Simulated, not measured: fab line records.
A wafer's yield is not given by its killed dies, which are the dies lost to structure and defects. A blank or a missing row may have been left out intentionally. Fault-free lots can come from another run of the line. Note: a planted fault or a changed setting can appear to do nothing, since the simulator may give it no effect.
Which tool was responsible? -- flow n5-finfet -- 8 lots with 24 wafers sampled at 7 steps, on a route of 1938 steps

## WHAT THE GAUGES READ, wafer by wafer
N5_BEOL_M11_OCD_MEAS_38. Usual: trench-depth-nm at 148 nm, with a standard deviation of 3.1.
lot,measured,on,trench-depth-nm (nm),flag
L934,day 12 00:00,ocd-02,147 153 153,
L937,day 12 09:04,ocd-02,154 146 154,
L938,day 12 22:42,ocd-01,144 152 144,
L942,day 14 08:47,ocd-01,149 150 147,
L944,day 14 09:08,ocd-01,161 163 157,OFF
L943,day 14 18:02,ocd-02,165 156 161,OFF
L951,day 16 14:04,ocd-02,149 148 153,
L954,day 17 16:17,ocd-01,151 144 151,

N5_BEOL_M11_THK_MEAS_53: measures by xrf. Usual: M11_THK typically reads 139 nm, with standard deviation 3.2.
lot,measured,on,M11_THK (nm),flag
L934,day 12 02:25,film-metro-01,139 146 145,
L937,day 12 11:35,film-metro-01,146 135 144,
L938,day 13 01:38,film-metro-01,134 142 135,
L942,day 14 11:23,film-metro-02,140 138 137,
L944,day 14 11:37,film-metro-02,153 152 149,OFF
L943,day 14 20:33,film-metro-02,156 147 149,OFF
L951,day 16 18:00,film-metro-01,140 141 146,
L954,day 17 18:32,film-metro-02,141 136 142,

N5_BEOL_M11_RS_MEAS_57: a four-point-probe measurement. Usual: M11_RS typically reads 0.153 ohm/sq, with standard deviation 0.0038.
lot,measured,on,M11_RS (ohm/sq),flag
L934,day 12 02:33,film-metro-01,0.154 0.145 0.146,
L937,day 12 11:43,film-metro-02,0.144 0.156 0.147,
L938,day 13 01:46,film-metro-02,0.157 0.148 0.156,
L942,day 14 11:31,film-metro-01,0.149 0.151 0.154,
L944,day 14 11:44,film-metro-02,0.137 0.138 0.142,OFF
L943,day 14 20:40,film-metro-02,0.134 0.143 0.141,OFF
L951,day 16 18:08,film-metro-01,0.151 0.151 0.144,
L954,day 17 18:40,film-metro-02,0.150 0.156 0.148,

## TOOL THAT RAN EACH LOT (tool first, then ch and the chambers of the sampled wafers, then the start)
lot,N5_BEOL_M11_DESCUM_33,N5_BEOL_M11_TRENCH_ETCH_37,N5_BEOL_M11_ETCH_41,N5_BEOL_M11_DEGAS_44
L934,"rie-diel-06 ch 0,1, day 11 23:30","rie-diel-06 ch 0,1, day 11 23:49","rie-diel-06 ch 0,1, day 12 00:00 or earlier","pvd-sputter-03, day 12 00:43"
L937,"rie-diel-06 ch 1,2, day 12 08:35","rie-diel-06 ch 1,2, day 12 08:53","rie-diel-06 ch 1,2, day 12 09:04 or earlier","pvd-sputter-01, day 12 09:46"
L938,"rie-diel-06 ch 1,2,3, day 12 22:12","rie-diel-06 ch 1,2,3, day 12 22:31","rie-diel-06 ch 1,2,3, day 12 22:42 or earlier","pvd-sputter-01, day 12 23:28"
L942,"rie-diel-01 ch 1,2,3, day 14 08:17","rie-diel-01 ch 1,2,3, day 14 08:36","rie-diel-01 ch 1,2,3, day 14 08:47 or earlier","pvd-sputter-03, day 14 09:40"
L944,"rie-diel-06 ch 0,3, day 14 08:39","rie-diel-06 ch 0,3, day 14 08:58","rie-diel-06 ch 0,3, day 14 09:08 or earlier","pvd-sputter-03, day 14 10:02"
L943,"rie-diel-06 ch 0,1,2, day 14 17:32","rie-diel-06 ch 0,1,2, day 14 17:50","rie-diel-06 ch 0,1,2, day 14 18:02 or earlier","pvd-sputter-03, day 14 18:47"
L951,"rie-diel-03 ch 0,1,3, day 16 13:35","rie-diel-03 ch 0,1,3, day 16 13:53","rie-diel-03 ch 0,1,3, day 16 14:04 or earlier","pvd-sputter-03, day 16 14:59"
L954,"rie-diel-06 ch 1,2, day 17 15:47","rie-diel-06 ch 1,2, day 17 16:07","rie-diel-06 ch 1,2, day 17 16:17 or earlier","pvd-sputter-03, day 17 16:51"
- N5_BEOL_M11_DESCUM_33: chemistry O2, time 7.9 s.
- N5_BEOL_M11_TRENCH_ETCH_37: etches SiCOH lowk in C4F6/O2, target depth 148.83 nm, time 48 s.
- N5_BEOL_M11_ETCH_41: etches SiCN in CH3F/O2, target depth 42.6 nm, time 86 s.
- N5_BEOL_M11_DEGAS_44: time 60 s.

## AS READ BY THE TOOLS THEMSELVES (means over the sampled wafers that have a number; for cases with no such wafer, the mark the record gives instead)
N5_BEOL_M11_DESCUM_33. Usual: drypump-motor-current-A 5.7 A, standard deviation 0.56; oes-product-au 0.78 a.u., standard deviation 0.063; rf-fwd-power-W 49.37 W, standard deviation 0.25; rf-vpp-V 243.2 V, standard deviation 1.1; showerhead-plenum-p-Torr 2.10 Torr, standard deviation 0.053; throttle-valve-pct 20.44 %, standard deviation 0.28.
lot,tool,drypump-motor-current-A (A),oes-product-au (a.u.),rf-fwd-power-W (W),rf-vpp-V (V),showerhead-plenum-p-Torr (Torr),throttle-valve-pct (%),flag
L934,rie-diel-06,5.7,0.88,49.27,243.6,2.13,20.28,
L937,rie-diel-06,5.5,0.82,49.45,244.3,2.14,20.43,
L938,rie-diel-06,5.7,0.78,49.63,243.1,2.13,20.44,
L942,rie-diel-01,6.0,0.75,49.23,242.8,2.08,20.50,
L944,rie-diel-06,6.4,0.81,49.19,243.6,2.11,20.09,
L943,rie-diel-06,5.9,0.80,49.46,243.9,2.13,20.23,
L951,rie-diel-03,5.1,0.78,49.49,242.1,2.04,20.57,
L954,rie-diel-06,5.5,0.78,49.45,242.7,2.13,20.50,

N5_BEOL_M11_TRENCH_ETCH_37. Usual: drypump-motor-current-A 5.7 A, standard deviation 0.56; oes_f_703_au 0.78 a.u., standard deviation 0.07; oes_o_777_au 0.78 a.u., standard deviation 0.067; oes-product-au 0.78 a.u., standard deviation 0.066; rf-fwd-power-W 341.2 W, standard deviation 1.3; rf-vpp-V 669 V, standard deviation 9.1; showerhead-plenum-p-Torr 2.85 Torr, standard deviation 0.081; throttle-valve-pct 20.92 %, standard deviation 0.28.
lot,tool,drypump-motor-current-A (A),oes_f_703_au (a.u.),oes_o_777_au (a.u.),oes-product-au (a.u.),rf-fwd-power-W (W),rf-vpp-V (V),showerhead-plenum-p-Torr (Torr),throttle-valve-pct (%),flag
L934,rie-diel-06,5.7,0.89,0.89,0.88,341.6,656,2.91,20.90,
L937,rie-diel-06,5.5,0.84,0.83,0.83,342.7,661,2.94,21.15,
L938,rie-diel-06,5.7,0.78,0.78,0.77,342.1,669,2.90,21.03,
L942,rie-diel-01,6.0,0.75,0.76,0.75,340.7,671,2.81,20.92,
L944,rie-diel-06,6.4,1.03,0.99,0.85,423.0,599,2.85,20.53,OFF
L943,rie-diel-06,5.9,1.03,0.99,0.84,424.6,595,2.92,20.91,OFF
L951,rie-diel-03,5.1,0.77,0.77,0.78,342.5,671,2.78,21.03,
L954,rie-diel-06,5.5,0.80,0.79,0.78,341.7,660,2.92,21.22,

N5_BEOL_M11_ETCH_41. Usual: CH3F_flow_sccm 30.01 sccm, standard deviation 0.093; drypump-motor-current-A 5.7 A, standard deviation 0.56; oes-product-au 0.78 a.u., standard deviation 0.067; rf-fwd-power-W 392.2 W, standard deviation 1.6; rf-vpp-V 297.5 V, standard deviation 1.4; showerhead-plenum-p-Torr 2.00 Torr, standard deviation 0.058; throttle-valve-pct 16.31 %, standard deviation 0.26.
lot,tool,CH3F_flow_sccm (sccm),drypump-motor-current-A (A),oes-product-au (a.u.),rf-fwd-power-W (W),rf-vpp-V (V),showerhead-plenum-p-Torr (Torr),throttle-valve-pct (%),flag
L934,rie-diel-06,29.90,5.7,0.88,392.5,298.4,2.05,16.23,
L937,rie-diel-06,29.85,5.5,0.83,392.8,298.7,2.07,16.46,
L938,rie-diel-06,30.01,5.7,0.77,391.8,298.4,2.05,16.40,
L942,rie-diel-01,29.96,6.0,0.75,391.7,297.7,1.97,16.34,
L944,rie-diel-06,30.01,6.4,0.81,392.1,297.3,2.01,15.95,
L943,rie-diel-06,30.03,5.9,0.80,391.5,298.4,2.05,16.26,
L951,rie-diel-03,30.00,5.1,0.78,392.9,296.9,1.95,16.41,
L954,rie-diel-06,30.10,5.4,0.78,392.2,298.1,2.05,16.53,

N5_BEOL_M11_DEGAS_44. Usual: heater-power-w at 337 W, with a standard deviation of 33.
lot,tool,heater-power-w (W),flag
L934,pvd-sputter-03,342,
L937,pvd-sputter-01,315,
L938,pvd-sputter-01,322,
L942,pvd-sputter-03,330,
L944,pvd-sputter-03,356,
L943,pvd-sputter-03,330,
L951,pvd-sputter-03,321,
L954,pvd-sputter-03,347,

## THE ANSWER, worked out from the rows above alone
Rule: take the mean of a lot's wafers that have a number; if it is more than 3 standard deviations from the usual mean, the lot is off. A lot without any number at a reading at which 4 lots or more have one is off too. The other lots that the step has rows for count as sound. First the gauges in route order, then the tools' own readings, where a lot's mean is used as printed above. At the first step where some lot is off, the reading lying furthest off is the one used; lots without a number count as furthest.
Off: L944, L943, at N5_BEOL_M11_OCD_MEAS_38 (trench-depth-nm).
A tool fits if, at a process step before that reading, it ran every lot that is off, and no sound lot after the first of them. Not tried: the gauges at N5_BEOL_M11_OCD_MEAS_38; whatever is off there is also off at N5_BEOL_M11_THK_MEAS_53, on other tools, and gauge error can't account for it. With no start given for some of its lots, N5_BEOL_M11_ETCH_41 uses the hours and lot order of N5_BEOL_M11_OCD_MEAS_38. None of those tried fits.

## WHAT WAS PUT IN BY THE SIMULATOR
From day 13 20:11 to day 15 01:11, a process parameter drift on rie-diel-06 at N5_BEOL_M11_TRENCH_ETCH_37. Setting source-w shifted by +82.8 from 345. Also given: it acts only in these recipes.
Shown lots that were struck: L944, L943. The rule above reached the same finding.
